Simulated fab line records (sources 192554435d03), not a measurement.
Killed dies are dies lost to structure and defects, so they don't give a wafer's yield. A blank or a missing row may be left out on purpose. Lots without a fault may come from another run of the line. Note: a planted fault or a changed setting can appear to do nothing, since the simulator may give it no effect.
Lot-split experiment + flow n5Finfet + route with 1938 steps; 7 lots, 21 wafers read

## SPLIT DETAILS
At N5_BEOL_M6_ETCH_62 (etches SOC in N2/H2, target depth 110 nm, overetch 22 nm, time 165 s), the setting timeS was moved away from the recipe's 165 s on 10 of the 21 wafers read, by -20.5% to +20.1%. All remaining wafers had this setting at the recipe value.

The reading comes from the split's own step.

## THE READING
SiARC_of_BEOL_M6_COAT_60.thkNm (the simulator's own value, which no gauge read), in nm, at N5_BEOL_M6_ETCH_62 (etches SOC in N2/H2, target depth 110 nm, overetch 22 nm, time 165 s). There is no usual value for it anywhere in the file. The 11 wafers here that ran the recipe average 28.3 nm, standard deviation 0.13 nm.

| wafer  | tool, chamber at the split | timeS as run, s | against the recipe | SiARC_of_BEOL_M6_COAT_60.thkNm, nm | against lot-mates on the recipe |
|--------|----------------------------|-----------------|--------------------|------------------------------------|---------------------------------|
| L076.1 | rieDiel-06, 0              | 165             | recipe             | 28.4                               | -                               |
| L076.2 | rieDiel-06, 1,2            | 165             | recipe             | 28.2                               | -                               |
| L076.4 | rieDiel-06, 1,2            | 165             | recipe             | 28.2                               | -                               |
| L083.1 | rieDiel-05, 1              | 165             | recipe             | 28.4                               | -                               |
| L083.3 | rieDiel-05, 0,2            | 198.2           | +20.1%             | 27                                 | -1.4                            |
| L083.4 | rieDiel-05, 0,2            | 198.2           | +20.1%             | 27                                 | -1.4                            |
| L088.3 | rieDiel-06, 3              | 155             | -6.1%              | 28.6                               | +0.0                            |
| L088.5 | rieDiel-06, 3              | 155             | -6.1%              | 28.6                               | +0.0                            |
| L088.6 | rieDiel-06, 0              | 165             | recipe             | 28.6                               | -                               |
| L089.1 | rieDiel-04, 0,1,1          | 165             | recipe             | 28.2                               | -                               |
| L089.2 | rieDiel-04, 0,1,1          | 165             | recipe             | 28.2                               | -                               |
| L089.5 | rieDiel-04, 0,1,1          | 165             | recipe             | 28.2                               | -                               |
| L090.1 | rieDiel-06, 3              | 165             | recipe             | 28.4                               | -                               |
| L090.3 | rieDiel-06, 1              | 179             | +8.5%              | 28                                 | -0.4                            |
| L090.4 | rieDiel-06, 2              | 179             | +8.5%              | 28.2                               | -0.2                            |
| L093.1 | rieDiel-04, 0              | 150.3           | -8.9%              | 28.8                               | +0.6                            |
| L093.3 | rieDiel-04, 3              | 165             | recipe             | 28.2                               | -                               |
| L093.5 | rieDiel-04, 0              | 150.3           | -8.9%              | 29                                 | +0.8                            |
| L096.1 | rieDiel-04, 1              | 131.1           | -20.5%             | 29.8                               | +1.4                            |
| L096.2 | rieDiel-04, 0              | 131.1           | -20.5%             | 30                                 | +1.6                            |
| L096.3 | rieDiel-04, 3              | 165             | recipe             | 28.4                               | -                               |
Rows listing several chambers each stand for several wafers; the file does not say which wafer went through which chamber.

FIT RESULTS
A straight line over all 21 wafers: SiARC_of_BEOL_M6_COAT_60.thkNm changes by -0.0665 nm for each +1% of timeS; r = -0.97; the points scatter about the line by 0.18 nm.
The same after taking each lot's own level away (the mean of its wafers on the recipe; 21 wafers): -0.0667 nm for each +1%; r = -0.97; scatter 0.18 nm.
That fit puts the effect of the largest move of timeS on the reading at 1.4 nm.
From 28.20 to 28.60 nm: that is the span of the lots' own levels, equal to 3.1 times the standard deviation above.
Hence the lot-to-lot level has little effect on the slope; both slopes agree.
Check: with one of the wafers moved furthest among these (-20.5%) left out of the fit, the line predicts +1.37 nm for it against its lot-mates. Against them it came out at +1.4 nm.

## ADDITIONAL SPLITS CARRIED BY THESE WAFERS
Other splits were also applied to these wafers ahead of the reading. Each is held against what the fit with the lots' levels taken away leaves over:
| other split on the same wafers | wafers away from the commonest value | r with SiARC_of_BEOL_M6_COAT_60.thkNm (lot level and that fit taken away) |
|--------------------------------|--------------------------------------|---------------------------------------------------------------------------|
| N5_BEOL_M5_COAT_74 spinRpm     | 7                                    | +0.16                                                                     |
| N5_BEOL_M6_COAT_05 spinRpm     | 7                                    | -0.21                                                                     |

## THE WHOLE CHAIN: every reading that the file lists as answering this split, in the file's order
| step                  | what it does                                                         | reading                                                                         | change (the file's fit)                                                              | r (the file's) |
|-----------------------|----------------------------------------------------------------------|---------------------------------------------------------------------------------|--------------------------------------------------------------------------------------|----------------|
| N5_BEOL_M6_ETCH_62    | etches SOC in N2/H2, target depth 110 nm, overetch 22 nm, time 165 s | SiARC_of_BEOL_M6_COAT_60.thkNm (the simulator's own value, which no gauge read) | -0.0668 nm for each +1% of the setting                                               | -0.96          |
| N5_BEOL_M6_HM_OPEN_17 | chemistry Cl2/BCl3, target TiN, target depth 20 nm, overetch 6 nm    | etch.depthNm (the simulator's own value, which no gauge read)                   | not straight: 20.21 at the lowest setting, 20.03 at the recipe, 16.71 at the highest | not given      |

## THE FILE'S OWN FIT
SiARC_of_BEOL_M6_COAT_60.thkNm changes by -0.0668 nm for each +1% of timeS, r = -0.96.
